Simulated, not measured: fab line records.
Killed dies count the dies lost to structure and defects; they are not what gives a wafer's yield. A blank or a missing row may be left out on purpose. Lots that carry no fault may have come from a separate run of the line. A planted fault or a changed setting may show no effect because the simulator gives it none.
The tool behind it: which one? | flow nand-harc | 36 wafers from 12 lots sampled at 2 of the route's 1302 steps

## WHAT EACH GAUGE READ, for each wafer
NHARC_A_CONTACT_OVL_MEAS_43.
lot  | measured     | on         | overlay-x-nm (nm)
L074 | day 21 08:01 | overlay-02 | 0.0 0.5 -0.4
L076 | day 22 03:15 | overlay-01 | -1.7 -1.2 -1.7
L080 | day 23 02:04 | overlay-02 | 0.3 0.7 0.5
L079 | day 24 02:21 | overlay-01 | 0.1 0.3 0.0
L083 | day 24 22:19 | overlay-01 | 0.1 -0.8 -0.3
L087 | day 26 08:53 | overlay-01 | -1.6 -1.0 -1.5
L086 | day 26 18:39 | overlay-02 | -1.1 -0.5 -0.5
L088 | day 27 11:46 | overlay-02 | 0.7 0.8 0.8
L091 | day 28 03:01 | overlay-01 | 0.2 0.1 0.1
L093 | day 28 20:23 | overlay-01 | 1.4 0.7 1.7
L095 | day 29 20:01 | overlay-02 | 0.1 -0.2 0.0
L096 | day 30 13:41 | overlay-01 | 0.4 0.7 0.1

## WHICH TOOL RAN EACH LOT (tool, then ch and the chambers of the sampled wafers, then the start)
lot  | NHARC_A_WL_FILL_ALD_02
L074 | ald-metal-01 ch 1,3, day 20 10:40
L076 | ald-metal-02 ch 1,2,3, day 21 02:05
L080 | ald-metal-01 ch 1,2,3, day 22 02:29
L079 | ald-metal-03 ch 2,3, day 23 01:11
L083 | ald-metal-03 ch 0,2,3, day 23 21:18
L087 | ald-metal-02 ch 2,3, day 25 07:40
L086 | ald-metal-03 ch 0,2,3, day 25 17:29
L088 | ald-metal-03 ch 0,1,3, day 26 10:02
L091 | ald-metal-02 ch 0,1,2, day 27 03:52
L093 | ald-metal-03 ch 0,2,3, day 27 18:19
L095 | ald-metal-02 ch 0,2,3, day 28 20:15
L096 | ald-metal-02 ch 1,3, day 29 11:01
- NHARC_A_WL_FILL_ALD_02: deposits TiN, target thk 2 nm, pulse time 3 s, ald cycles 100.

## THE ANSWER, worked out from the rows above alone
Rule: the lots themselves supply what counts as usual. Put in order of their means at a reading, lots are off if they are a third of the lots or fewer, leave a main group of 4 or more, and stand apart from it by a gap of 3 or more times the standard deviation of the main group's means; of several such gaps the widest counts. A main group is skipped when, at the precision printed for the reading in the tables above, its means are all equal. A lot without any number at a reading at which 4 lots or more have one is off too. Any other lot the step has rows for is counted as sound.
No lot is off at any reading shown: from this, nothing can be told.

## WHAT THE SIMULATOR HAD INSERTED
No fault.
